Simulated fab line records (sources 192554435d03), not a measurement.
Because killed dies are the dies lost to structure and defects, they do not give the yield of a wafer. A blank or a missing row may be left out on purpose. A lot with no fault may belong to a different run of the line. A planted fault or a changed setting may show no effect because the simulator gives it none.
Which of the tools did it? | flow n5-finfet | 36 wafers from 12 lots sampled at 3 of the route's 1938 steps

WHAT THE GAUGES SHOWED, per wafer
N5_BEOL_M5_RS_MEAS_57: the measuring method here is four-point-probe.
lot  | measured     | on            | M5_RS (ohm/sq)
L075 | day 8 09:44  | film-metro-01 | 0.397 0.406 0.416
L077 | day 9 02:22  | film-metro-01 | 0.368 0.389 0.405
L080 | day 9 16:32  | film-metro-01 | 0.407 0.401 0.394
L081 | day 10 02:50 | film-metro-01 | 0.394 0.385 0.394
L083 | day 10 18:12 | film-metro-02 | 0.385 0.392 0.400
L086 | day 11 05:39 | film-metro-01 | 0.392 0.428 0.426
L087 | day 11 19:02 | film-metro-01 | 0.377 0.395 0.411
L089 | day 12 06:29 | film-metro-01 | 0.401 0.372 0.380
L091 | day 12 21:30 | film-metro-01 | 0.407 0.392 0.411
L093 | day 13 06:47 | film-metro-02 | 0.356 0.399 0.398
L095 | day 13 12:55 | film-metro-02 | 0.378 0.364 0.394
L097 | day 14 03:45 | film-metro-01 | 0.402 0.380 0.382

WHICH TOOL RAN EACH LOT (tool, then ch and the chambers of the sampled wafers, then the start)
lot  | N5_BEOL_M5_SPUTTER_48        | N5_BEOL_M5_ANNEAL_51
L075 | pvd-sputter-02, day 8 03:58  | rtp-anneal-02 ch 0, day 8 08:53
L077 | pvd-sputter-01, day 8 20:55  | rtp-anneal-02 ch 0, day 9 01:31
L080 | pvd-sputter-01, day 9 11:08  | rtp-anneal-02 ch 0, day 9 15:41
L081 | pvd-sputter-03, day 9 21:22  | rtp-anneal-02 ch 0, day 10 02:01
L083 | pvd-sputter-03, day 10 12:43 | rtp-anneal-01 ch 0, day 10 17:23
L086 | pvd-sputter-01, day 11 00:09 | rtp-anneal-01 ch 0, day 11 04:49
L087 | pvd-sputter-01, day 11 13:34 | rtp-anneal-01 ch 0, day 11 18:16
L089 | pvd-sputter-01, day 12 00:59 | rtp-anneal-01 ch 0, day 12 05:37
L091 | pvd-sputter-02, day 12 16:06 | rtp-anneal-02 ch 0, day 12 20:39
L093 | pvd-sputter-03, day 13 01:23 | rtp-anneal-01 ch 0, day 13 05:59
L095 | pvd-sputter-02, day 13 07:29 | rtp-anneal-02 ch 0, day 13 12:05
L097 | pvd-sputter-03, day 13 22:20 | rtp-anneal-01 ch 0, day 14 02:54
- N5_BEOL_M5_SPUTTER_48: material Cu, target thk 15 nm, time 27.62 s.
- N5_BEOL_M5_ANNEAL_51: time 90 s.

THE ANSWER, worked out from the rows above alone
Rule: the usual values come from the lots themselves. The widest of any qualifying gaps counts: lots, ordered by their means at a reading, are off when they make up no more than a third of the lots, leave a main group of 4 or more, and stand apart from it by 3 or more times the standard deviation of that group's means. A main group whose means are all the same, to the digits that the tables above print for the reading, isn't used. A lot without any number at a reading at which 4 lots or more have one is off too. The other lots that the step has rows for count as sound.
Across all readings shown, no lot is off: no conclusion can be drawn from this.

WHAT THE SIMULATOR PUT IN
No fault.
